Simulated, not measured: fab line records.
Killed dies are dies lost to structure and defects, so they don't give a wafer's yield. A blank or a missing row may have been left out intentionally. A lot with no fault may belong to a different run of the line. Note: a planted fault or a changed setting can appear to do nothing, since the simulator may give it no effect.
Problem report in the 8D (eight disciplines) form, filled by code | flow n5_finfet | the parts of the form that need people (team, actions taken, sign-off) are left out

== 1. THE ISSUE ==
Mean of spin_speed_rpm at N5_FIN_SAQP_COAT_10: 1171.3 rpm across 6 wafers in 2 lots; on wafers with no fault it is 1500.2 rpm (standard deviation 1). So: -99 or more standard deviations from the usual mean.
The step: resist thk 90 nm.
Earliest sighting: wafer L250.1 on litho_track-03 at day 7 09:25. The record holds 30 wafers of 10 lots with a number at this step. By rule, "out" or "out of limits" means more than 4 standard deviations away from the usual mean. All remaining wafers that have a number are taken as sound.

== 2. WHAT IT IS; WHAT IT IS NOT ==
question                    | is                     | is not
which readings at this step | spin_speed_rpm         | -
which lots                  | L250, L251             | L228, L229, L233, L234, L235, L236, L237, L239
which wafers of those lots  | all that have a number | -
read on which tools         | litho_track-03         | litho_track-01, litho_track-05
when                        | from day 7 09:25       | up to then (24 sound wafers)

== 3. THE SUSPECTS, EACH WITH WHAT RULES IT OUT ==
Counting: a tool stays on the suspect list if, at a process step up to the reading, it processed all lots that are out and no sound lot following the first of them.
- litho_track-03 at N5_FIN_SAQP_COAT_10 (resist thk 90 nm): kept. All lots that are out passed through it, beginning with L250 at day 7 09:25, and no sound lot followed; its final sound lot before that point was L237 at day 4 03:15. Its own readings are out on those wafers: spin_speed_rpm.
The count leaves litho_track-03 at N5_FIN_SAQP_COAT_10.

== 4. THE CAUSE (what the simulator had put in) ==
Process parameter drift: litho_track-03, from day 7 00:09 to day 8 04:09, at N5_FIN_SAQP_COAT_10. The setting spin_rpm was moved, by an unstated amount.
Counting left only this tool.

== 5. THE EFFECT CHAIN, in route order ==
One row per reading whose mean, taken over the struck wafers that have a number, lies over 3 standard deviations from the usual. Scope: only readings with a usual standard deviation given in the record; hours: median across lots of the time from each lot's start at the first step in this table that gives one to its start at this step; sigmas: change in usual standard deviations.
hours | step                | reading        | usual      | on struck wafers | change | sigmas
0     | N5_FIN_SAQP_COAT_10 | spin_speed_rpm | 1500.2 rpm | 1171.3           | -328.9 | -99 or more
The process steps in it:
- N5_FIN_SAQP_COAT_10: resist thk 90 nm.
Later measuring or inspecting steps at which every struck wafer that the step has a row for has a number for every such reading, and none has moved that far: N5_BEOL_M4_RC_MEAS_101.

== 6. WHAT WOULD HAVE CAUGHT IT SOONER ==
In this record the first reading out of limits was taken at day 7 09:25, 9 hours after the fault began at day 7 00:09.
